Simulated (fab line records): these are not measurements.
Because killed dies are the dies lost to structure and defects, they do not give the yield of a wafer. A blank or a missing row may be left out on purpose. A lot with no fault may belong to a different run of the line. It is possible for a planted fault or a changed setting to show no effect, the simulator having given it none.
A lot that was struck, set against a sound lot | flow nand harc | 18 steps out of a route of 1159
Sound: the wafers L823.1, L823.2, L823.4. Struck: wafers L833.3, L833.6. (L833.5 of the same lot was not struck and is left out.) The cause comes at the end.
Per side, at each step with rows, come the tool, then ch with its chambers, and then its first start. Under that, the readings that differ: sound wafers | struck wafers | difference of the means | sigmas: that difference in standard deviations of wafers without a fault.
alike: a reading whose means differ by less than 2 such deviations, as well as words and numbers matching on both sides. not compared: withheld readings; readings where some wafer has no value; bounds like >300 that might hide an equal value; numbers whose values overlap and for which the record gives no deviation.
The two part at a step that has a row with sigmas, a row that says differs or no value, or rows on one side only. Numbers that don't overlap but have no deviation are shown without sigmas and don't part them. Lack of a reading on every wafer of one side parts them only where that side has two or more wafers.

NHARC_A_ZERO_WELL_ETCH_13: etches the open film in HBr/Cl2, target depth 120 nm, time 40.1 s.
  sound on rie si-05 ch 0,2,3, day 6 05:24; struck on rie si-05 ch 2,3, day 9 02:28
  reading               | sound             | struck      | difference | sigmas
  oes product au (a.u.) | 1.014 1.005 1.010 | 0.994 0.989 | -0.018     | -3
  alike: drypump motor current A, throttle valve pct
  not compared: rf hours counter h
then, 4 steps without rows for these wafers: NHARC_A_ZERO_WELL_STRIP_14 (strips in SPM, time 900 s); NHARC_A_ZERO_WELL_IMPLANT_15; NHARC_A_ZERO_WELL_PRECLEAN_22 (cleans in SC1, time 60 s); NHARC_A_ZERO_WELL_SRD_23.
NHARC_A_ZERO_WELL_RTA_16: time 10 s.
  sound on rtp anneal-01 ch 0, day 6 06:19; struck on rtp anneal-01 ch 0, day 9 03:25
  alike: lamp power pct, lamp_zone_4_pct, lamp_zone_5_pct, lamp_zone_6_pct, wafer_temp_C_max
NHARC_A_ZERO_WELL_INSPECT_17:
  sound on defect inspect-02 at day 6 06:31; struck on defect inspect-02 at day 9 03:34
  alike: raw defect count
then, 3 steps without rows for these wafers: NHARC_A_SOURCE_PLATE_PRECLEAN_00 (cleans in HF-LAST, time 60 s); NHARC_A_SOURCE_PLATE_SRD_01; NHARC_A_SOURCE_PLATE_OXIDE_02 (material SiO2, target thk 10 nm, ox time 1362 s).
NHARC_A_SOURCE_PLATE_THK_MEAS_09: measures by ellipsometry.
  sound on film metro-02 at day 6 14:25; struck on film metro-02 at day 9 10:47
  alike: thk nm
NHARC_A_SOURCE_PLATE_PVD_04: deposits WSi2, target thk 50 nm.
  sound on pvd sputter-03 at day 6 14:28; struck on pvd sputter-03 at day 9 10:50
then, 2 steps without rows for these wafers: NHARC_A_SOURCE_PLATE_CVD_03 (deposits poly-Si, target thk 200 nm, time 4000 s); NHARC_A_SOURCE_PLATE_ANNEAL_05 (time 1800 s).
NHARC_A_SOURCE_PLATE_THK_MEAS_06: measures by ellipsometry.
  sound on film metro-02 at day 7 03:37; struck on film metro-02 at day 10 00:37
  alike: thk nm
NHARC_A_SOURCE_PLATE_INSPECT_08:
  sound on defect inspect-02 at day 7 03:41; struck on defect inspect-02 at day 10 00:41
  reading          | sound    | struck  | difference | sigmas
  raw defect count | 46 97 44 | 549 538 | +481       | +22
after that, 1 step with no rows for these wafers: NHARC_A_ONON_D1_DEP_00 (target thk 1000 nm).
-- jump in the record: it breaks off in module A_ONON_D1 and resumes in module END (first step shown: number 1159 of the route), and 12 days separate the struck wafers' starts before and after --
NHARC_END_SORT_01:
  the record has rows for the struck wafers here (prober-01 ch 0, day 22 00:21) and none for the sound ones

== WHERE THEY PART ==
First at NHARC_A_ZERO_WELL_ETCH_13; last, within this record, at NHARC_END_SORT_01.

WHY: what had been put in by the simulator
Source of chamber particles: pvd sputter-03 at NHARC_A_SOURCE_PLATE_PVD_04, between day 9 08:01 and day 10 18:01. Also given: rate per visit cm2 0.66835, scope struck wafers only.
